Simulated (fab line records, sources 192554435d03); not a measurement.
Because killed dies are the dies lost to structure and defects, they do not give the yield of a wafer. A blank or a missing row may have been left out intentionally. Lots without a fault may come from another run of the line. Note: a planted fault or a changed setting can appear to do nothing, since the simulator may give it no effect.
Matching of chambers -- flow n5 finfet -- N5_BEOL_M6_CMP_52 on cmp-02: 4 sister chambers
The step polishes, stops on SiCOH lowk, t overpolish 6.9 s, target thk 80 nm. 8 wafers are shown with their chamber, then 9 later ones without.

== WAFERS PAIRED WITH THEIR CHAMBERS ==
wafer,chamber,motor current A (A),time to endpoint s (s)
L076.5,2,5.8,64
L080.4,1,5.1,67
L083.4,0,5.8,68
L083.5,3,5.8,75
L083.6,2,5.8,62
L082.1,3,5.8,71
L082.4,0,5.9,63
L082.6,1,5.3,61

== WAFERS WITHOUT THEIR CHAMBER ==
wafer,motor current A (A),time to endpoint s (s)
L084.4,5.6,70
L084.5,6.2,63
L084.6,5.7,69
L086.2,6.1,61
L086.3,5.7,56
L086.6,5.4,58
L096.2,5.2,58
L096.3,5.3,64
L096.6,5.2,58

== WHICH CHAMBER EACH ONE RAN IN ==
wafer,from the rows above,in truth
L084.4,can't be placed: 3 or 2 or 0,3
L084.5,can't be placed: 0 or 2 or 3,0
L084.6,can't be placed: 3 or 0 or 2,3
L086.2,can't be placed: 0 or 2 or 3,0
L086.3,can't be placed: 2 or 0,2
L086.6,1,1
L096.2,1,1
L096.3,1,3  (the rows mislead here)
L096.6,1,1
Correctly placed: 3 of 9. Cannot be placed on the basis of these rows: 5; the candidates contain the true chamber in 5. Placed wrongly: 1.
How it was worked out, from the rows above alone: a wafer's distance from a chamber is the root of the sum, over the readings, of the square of ((its reading less the chamber's mean) divided by the reading's scatter). The wafer belongs to the nearest chamber; if the next one is less than 2 further off, it can't be placed. A chamber's mean is the mean of its shown wafers. The scatter: take each reading less its chamber's mean, square it, sum over the shown wafers, divide by the number of wafers less the number of chambers, and take the root.
